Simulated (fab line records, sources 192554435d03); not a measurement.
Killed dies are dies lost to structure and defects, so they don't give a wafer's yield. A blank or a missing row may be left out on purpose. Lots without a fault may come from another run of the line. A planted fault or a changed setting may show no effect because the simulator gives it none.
One fault seen from 2 desks | flow n5_finfet | each desk has only its own numbers; what lay behind them comes last

THE METROLOGY DESK
What the gauges read, lot by lot, whatever tool the lot ran on: means of the sampled wafers that have a number. A lot is out of limits, marked OUT, if its mean lies more than 4 standard deviations from the usual mean; the brackets give that distance.
Columns: A = M14_THK at N5_BEOL_M14_THK_MEAS_50, usual 537 nm; B = M14_RS at N5_BEOL_M14_RS_MEAS_54, usual 0.0337 ohm/sq
lot  | first seen here | A   | B
L328 | day 12 12:10    | 533 | 0.0342
L331 | day 13 07:11    | 556 | 0.0326
L330 | day 13 07:26    | 531 | 0.0341
L340 | day 15 20:16    | 533 | 0.0341
L345 | day 18 18:29    | 553 | 0.0326
This desk's finding: nothing out of limits on any of the 5 lots.

THE TOOL OWNER'S DESK: pecvd-01
The tool's own readings at N5_BEOL_M14_DEP_53 (deposits SiCN from 3MS/NH3, target thk 50 nm, time 17.8 s): means of the sampled wafers that have a number, for each lot that ran on this tool. A lot is out of limits, marked OUT, if its mean lies more than 4 standard deviations from the usual mean; the brackets give that distance.
Columns: A = showerhead_plenum_p_Torr at N5_BEOL_M14_DEP_53, usual 4.156 Torr; B = throttle_valve_pct at N5_BEOL_M14_DEP_53, usual 17.6 %
lot  | first seen here | A     | B
L328 | day 12 12:13    | 4.150 | 17.6
L330 | day 13 07:30    | 4.172 | 18.3
This desk's finding: nothing out of limits on any of the 2 lots.

PUT TOGETHER
The metrology desk saw nothing out of limits.
The tool owner's desk saw nothing out of limits.

WHAT THE SIMULATOR HAD PUT IN
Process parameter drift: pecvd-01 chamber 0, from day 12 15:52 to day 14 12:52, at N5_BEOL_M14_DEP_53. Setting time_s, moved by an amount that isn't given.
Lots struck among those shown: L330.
